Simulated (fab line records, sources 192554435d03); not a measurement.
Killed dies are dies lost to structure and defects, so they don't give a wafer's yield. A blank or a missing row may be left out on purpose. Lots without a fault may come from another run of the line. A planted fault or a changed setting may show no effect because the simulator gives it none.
Problem report in the 8D (eight disciplines) form, filled by code | flow n5_finfet | the parts of the form that need people (team, actions taken, sign-off) are left out

1. THE PROBLEM
beam_energy_keV at N5_MOL_CONTACT_COAG_IMPLANT_129 reads a mean of 10.0477 on 6 wafers of 2 lots; wafers without a fault read 3.0001 with a standard deviation of 0.00096. That is +99 or more standard deviations from the usual mean.
First seen on wafer L406.2, day 7 18:22, on implanter-02. The record holds 30 wafers of 10 lots with a number at this step. Rule for "out", or "out of limits": more than 4 standard deviations from the usual mean. The other wafers with a number count as sound.

2. WHAT IT IS AND WHAT IT IS NOT
question                    | is                                         | is not
which readings at this step | beam_energy_keV, end_station_pressure_torr | -
which lots                  | L406, L412                                 | L395, L400, L402, L405, L407, L415, L416, L417
which wafers of those lots  | all that have a number                     | -
read on which tools         | implanter-02                               | implanter-01
when                        | from day 7 18:22                           | up to then (12 sound wafers); but 12 sound wafers of L407, L415, L416, L417 came after

3. SUSPECTS, AND WHAT RULES EACH OUT
Counting: a tool at a process step up to the reading stays a suspect if it ran every lot that is out and no sound lot after the first of them.
- implanter-02 at N5_MOL_CONTACT_COAG_IMPLANT_129: kept. It ran every lot that is out, first L406 (day 7 18:22), and no sound lot after that; its last sound lot up to then is L405 (day 7 08:31). Its own readings are out on those wafers: beam_energy_keV, end_station_pressure_torr.
Left after counting: implanter-02 at N5_MOL_CONTACT_COAG_IMPLANT_129.

4. THE CAUSE (what the simulator had put in)
Process parameter drift: implanter-02, from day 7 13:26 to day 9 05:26, at N5_MOL_CONTACT_COAG_IMPLANT_129. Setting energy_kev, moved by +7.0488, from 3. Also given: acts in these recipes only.
Counting left only this tool.

5. THE CHAIN OF EFFECTS, in route order
Each row: a reading whose mean over the struck wafers that have a number lies more than 3 standard deviations from the usual. Only readings for which the record gives a usual standard deviation are gone through. hours: the time from each lot's start at the first step in this table that gives one to its start at this step, as a median over the lots. sigmas: the change in usual standard deviations.
hours | step                            | reading                   | usual        | on struck wafers | change   | sigmas
0     | N5_MOL_CONTACT_COAG_IMPLANT_129 | beam_energy_keV           | 3.0001       | 10.0477          | +7.0476  | +99 or more
0     | N5_MOL_CONTACT_COAG_IMPLANT_129 | end_station_pressure_torr | 5.7e-06 Torr | 1.1e-05          | +5.1e-06 | +16
The process steps in it:
- N5_MOL_CONTACT_COAG_IMPLANT_129

6. WHAT WOULD HAVE CAUGHT IT SOONER
In this record the first reading out of limits was taken at day 7 18:22, 5 hours after the fault began at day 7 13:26.
